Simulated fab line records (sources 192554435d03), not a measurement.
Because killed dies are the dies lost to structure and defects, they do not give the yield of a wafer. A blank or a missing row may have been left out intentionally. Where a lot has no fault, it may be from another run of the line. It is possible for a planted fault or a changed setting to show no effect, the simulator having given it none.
Chamber matching -- flow n5_finfet -- N5_BEOL_M14_DEP_53 on pecvd-01 has 3 sister chambers
The step deposits SiCN from 3MS/NH3, target thk 50 nm, time 17.8 s. 6 wafers are shown with their chamber, then 9 later ones without.

## WAFERS, EACH WITH ITS CHAMBER
wafer,chamber,showerhead_plenum_p_Torr (Torr),throttle_valve_pct (%)
L987.1,1,4.162,18.5
L988.1,0,4.170,17.9
L988.3,2,4.181,18.1
L993.1,2,4.176,18.1
L993.3,1,4.156,18.2
L993.4,0,4.166,18.0

## WAFERS WHOSE CHAMBER IS MISSING
wafer,showerhead_plenum_p_Torr (Torr),throttle_valve_pct (%)
L996.1,4.168,18.1
L996.4,4.160,18.1
L996.5,4.158,18.3
L998.2,4.169,17.9
L998.3,4.163,18.1
L998.5,4.165,18.0
L999.2,4.178,17.9
L999.4,4.177,18.2
L999.6,4.162,18.2

## CHAMBER TAKEN BY EACH
wafer,from the rows above,in truth
L996.1,can't be placed: 0 or 2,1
L996.4,can't be placed: 1 or 0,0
L996.5,1,1
L998.2,0,0
L998.3,can't be placed: 0 or 1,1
L998.5,0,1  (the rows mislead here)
L999.2,can't be placed: 2 or 0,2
L999.4,2,2
L999.6,can't be placed: 1 or 0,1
3 of 9 placed correctly. Can't be placed from these rows: 5 (the true chamber is among the candidates in 4). 1 placed wrongly.
How it was worked out, from the rows above alone: a wafer's distance from a chamber is the root of the sum, over the readings, of the square of ((its reading less the chamber's mean) divided by the reading's scatter). If the next closest chamber is less than 2 further off than the closest, the wafer can't be placed; otherwise it belongs to the closest. The mean given for a chamber averages the wafers shown for that chamber. The scatter: take each reading less its chamber's mean, square it, sum over the shown wafers, divide by the number of wafers less the number of chambers, and take the root.
